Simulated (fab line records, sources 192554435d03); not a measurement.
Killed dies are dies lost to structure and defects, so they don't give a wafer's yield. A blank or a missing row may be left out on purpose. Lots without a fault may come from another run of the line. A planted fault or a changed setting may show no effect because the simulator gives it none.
Which tool did it? | flow n5_finfet | 24 lots, 72 wafers sampled, at 4 steps of a route of 1938

WHAT THE GAUGES READ, wafer by wafer
N5_BEOL_M2_THK_MEAS_53: measures by xrf.
lot  | measured     | on            | M2_THK (nm)
L076 | day 8 05:20  | film_metro-01 | 40.2 42.0 41.1
L078 | day 8 05:34  | film_metro-02 | 38.0 36.7 37.9
L074 | day 8 07:11  | film_metro-02 | 39.3 42.8 39.6
L077 | day 8 07:28  | film_metro-02 | 38.5 37.8 40.1
L075 | day 8 10:26  | film_metro-02 | 39.2 38.0 38.5
L079 | day 8 17:38  | film_metro-02 | 39.3 38.3 39.1
L080 | day 8 19:54  | film_metro-02 | 41.8 39.4 41.4
L081 | day 9 04:01  | film_metro-01 | 40.6 39.6 40.3
L082 | day 9 11:20  | film_metro-02 | 42.1 41.8 42.6
L083 | day 9 13:03  | film_metro-01 | 37.5 39.7 38.8
L086 | day 11 00:10 | film_metro-01 | 40.2 40.1 39.7
L084 | day 11 08:58 | film_metro-01 | 38.7 40.8 40.7
L085 | day 11 11:43 | film_metro-02 | 39.0 41.9 39.7
L087 | day 11 15:06 | film_metro-02 | 39.8 40.3 42.9
L088 | day 11 18:43 | film_metro-01 | 40.5 38.0 41.3
L089 | day 11 18:58 | film_metro-01 | 37.3 37.3 35.9
L090 | day 11 22:00 | film_metro-02 | 41.0 36.9 41.0
L091 | day 12 03:05 | film_metro-01 | 38.9 40.6 39.9
L093 | day 12 09:47 | film_metro-01 | 39.9 40.0 40.6
L092 | day 12 11:27 | film_metro-02 | 41.7 39.7 37.2
L094 | day 12 17:59 | film_metro-01 | 42.3 38.4 41.5
L095 | day 12 22:50 | film_metro-02 | 38.9 39.4 36.4
L096 | day 12 22:57 | film_metro-01 | 41.1 41.9 38.8
L097 | day 13 16:19 | film_metro-02 | 39.0 36.3 40.1

N5_BEOL_M3_THK_MEAS_01.
lot  | measured     | on            | M3_ILD_THK (nm)
L076 | day 8 05:45  | film_metro-02 | 81.0 80.2 80.7
L078 | day 8 05:58  | film_metro-01 | 78.3 79.0 79.1
L074 | day 8 07:35  | film_metro-01 | 80.2 81.5 80.0
L077 | day 8 07:52  | film_metro-01 | 79.3 80.3 78.5
L075 | day 8 10:52  | film_metro-01 | 77.9 78.0 79.1
L079 | day 8 18:04  | film_metro-01 | 78.4 78.7 79.2
L080 | day 8 20:19  | film_metro-01 | 78.1 79.9 79.3
L081 | day 9 04:26  | film_metro-02 | 77.4 78.5 79.9
L082 | day 9 11:44  | film_metro-01 | 78.9 80.5 79.4
L083 | day 9 13:26  | film_metro-01 | 78.5 78.5 80.2
L086 | day 11 00:34 | film_metro-02 | 79.5 78.3 80.7
L084 | day 11 09:23 | film_metro-02 | 79.0 80.2 80.1
L085 | day 11 12:07 | film_metro-02 | 79.6 79.5 80.8
L087 | day 11 15:30 | film_metro-01 | 78.3 81.0 79.9
L088 | day 11 19:07 | film_metro-01 | 78.2 79.7 79.8
L089 | day 11 19:25 | film_metro-02 | 77.1 78.1 78.9
L090 | day 11 22:23 | film_metro-02 | 77.5 78.5 79.1
L091 | day 12 03:28 | film_metro-01 | 78.8 79.3 78.9
L093 | day 12 10:11 | film_metro-01 | 76.9 77.8 78.7
L092 | day 12 11:51 | film_metro-01 | 79.6 78.0 79.8
L094 | day 12 18:23 | film_metro-02 | 77.3 77.9 78.2
L095 | day 12 23:14 | film_metro-02 | 78.5 78.8 76.9
L096 | day 12 23:23 | film_metro-02 | 77.7 79.1 80.2
L097 | day 13 16:44 | film_metro-01 | 76.6 78.8 78.2

WHICH TOOL RAN EACH LOT (tool, then ch and the chambers of the sampled wafers, then the start)
lot  | N5_BEOL_M2_ANNEAL_87         | N5_BEOL_M2_PRE_CLEAN_60
L076 | pvd_sputter-01, day 8 03:32  | cvd_co-01 ch 0,1,2, day 8 05:23
L078 | pvd_sputter-03, day 8 03:45  | cvd_co-02 ch 0,1, day 8 05:36
L074 | pvd_sputter-01, day 8 05:22  | cvd_co-01 ch 1,2, day 8 07:13
L077 | pvd_sputter-03, day 8 05:35  | cvd_co-01 ch 0,1, day 8 07:30
L075 | pvd_sputter-01, day 8 08:34  | cvd_co-02 ch 1,2, day 8 10:29
L079 | pvd_sputter-01, day 8 15:50  | cvd_co-02 ch 0,1,2, day 8 17:41
L080 | pvd_sputter-01, day 8 18:05  | cvd_co-02 ch 0,2, day 8 19:56
L081 | pvd_sputter-03, day 9 02:12  | cvd_co-01 ch 0,1, day 9 04:02
L082 | pvd_sputter-03, day 9 09:31  | cvd_co-01 ch 0,2, day 9 11:23
L083 | pvd_sputter-02, day 9 11:14  | cvd_co-01 ch 1,2, day 9 13:05
L086 | pvd_sputter-02, day 10 22:21 | cvd_co-01 ch 1,2, day 11 00:13
L084 | pvd_sputter-01, day 11 07:05 | cvd_co-02 ch 0,1, day 11 09:01
L085 | pvd_sputter-03, day 11 09:55 | cvd_co-01 ch 0,2, day 11 11:46
L087 | pvd_sputter-03, day 11 13:18 | cvd_co-02 ch 0,1,2, day 11 15:08
L088 | pvd_sputter-03, day 11 16:55 | cvd_co-02 ch 0,1, day 11 18:46
L089 | pvd_sputter-01, day 11 17:08 | cvd_co-01 ch 0,1, day 11 19:00
L090 | pvd_sputter-02, day 11 20:11 | cvd_co-02 ch 0,1, day 11 22:02
L091 | pvd_sputter-02, day 12 01:16 | cvd_co-02 ch 0,1,2, day 12 03:07
L093 | pvd_sputter-03, day 12 07:48 | cvd_co-02 ch 0,2, day 12 09:49
L092 | pvd_sputter-03, day 12 09:38 | cvd_co-02 ch 0,1, day 12 11:29
L094 | pvd_sputter-02, day 12 16:11 | cvd_co-02 ch 1,2, day 12 18:02
L095 | pvd_sputter-01, day 12 21:02 | cvd_co-02 ch 0,1,2, day 12 22:53
L096 | pvd_sputter-03, day 12 21:08 | cvd_co-01 ch 0,1, day 12 22:59
L097 | pvd_sputter-01, day 13 14:30 | cvd_co-01 ch 1,2, day 13 16:21
- N5_BEOL_M2_ANNEAL_87: time 240 s.
- N5_BEOL_M2_PRE_CLEAN_60: time 15 s.

WHAT THE TOOLS THEMSELVES READ (means of the sampled wafers that have a number; where no wafer has one, the mark that the record gives instead)
N5_BEOL_M2_ANNEAL_87.
lot  | tool           | heater_power_w (W) | susceptor_temp_C_max
L076 | pvd_sputter-01 | 796                | 400.8
L078 | pvd_sputter-03 | 788                | 400.9
L074 | pvd_sputter-01 | 822                | 401.0
L077 | pvd_sputter-03 | 777                | 400.9
L075 | pvd_sputter-01 | 749                | 400.7
L079 | pvd_sputter-01 | 740                | 400.7
L080 | pvd_sputter-01 | 856                | 400.4
L081 | pvd_sputter-03 | 917                | 401.1
L082 | pvd_sputter-03 | 820                | 401.1
L083 | pvd_sputter-02 | 978                | 400.6
L086 | pvd_sputter-02 | 910                | 400.9
L084 | pvd_sputter-01 | 807                | 400.9
L085 | pvd_sputter-03 | 746                | 400.7
L087 | pvd_sputter-03 | 976                | 400.6
L088 | pvd_sputter-03 | 769                | 400.5
L089 | pvd_sputter-01 | 826                | 401.0
L090 | pvd_sputter-02 | 790                | 400.9
L091 | pvd_sputter-02 | 949                | 400.9
L093 | pvd_sputter-03 | 916                | 401.0
L092 | pvd_sputter-03 | 932                | 400.5
L094 | pvd_sputter-02 | 884                | 401.0
L095 | pvd_sputter-01 | 835                | 401.2
L096 | pvd_sputter-03 | 913                | 400.8
L097 | pvd_sputter-01 | 800                | 401.0

N5_BEOL_M2_PRE_CLEAN_60.
lot  | tool      | heater_power_w (W)
L076 | cvd_co-01 | 103
L078 | cvd_co-02 | 111
L074 | cvd_co-01 | 107
L077 | cvd_co-01 | 102
L075 | cvd_co-02 | 93
L079 | cvd_co-02 | 103
L080 | cvd_co-02 | 102
L081 | cvd_co-01 | 101
L082 | cvd_co-01 | 103
L083 | cvd_co-01 | 106
L086 | cvd_co-01 | 107
L084 | cvd_co-02 | 114
L085 | cvd_co-01 | 99
L087 | cvd_co-02 | 103
L088 | cvd_co-02 | 105
L089 | cvd_co-01 | 103
L090 | cvd_co-02 | 105
L091 | cvd_co-02 | 104
L093 | cvd_co-02 | 105
L092 | cvd_co-02 | 105
L094 | cvd_co-02 | 96
L095 | cvd_co-02 | 104
L096 | cvd_co-01 | 102
L097 | cvd_co-01 | 107

THE ANSWER, worked out from the rows above alone
Rule: what is usual is taken from the lots themselves. Put in order of their means at a reading, lots are off if they are a third of the lots or fewer, leave a main group of 4 or more, and stand apart from it by a gap of 3 or more times the standard deviation of the main group's means; of several such gaps the widest counts. A main group whose means are all the same, to the digits that the tables above print for the reading, isn't used. A lot without any number at a reading at which 4 lots or more have one is off too. The other lots that the step has rows for count as sound. The gauges are gone through in route order, then the tools' own readings, and for those a lot's mean is taken as printed above. The first step at which some lot is off is used, and at that step the reading that is off furthest; a lot without a number counts as furthest.
No lot is off at any reading shown: from this, nothing can be told.

WHAT THE SIMULATOR HAD PUT IN
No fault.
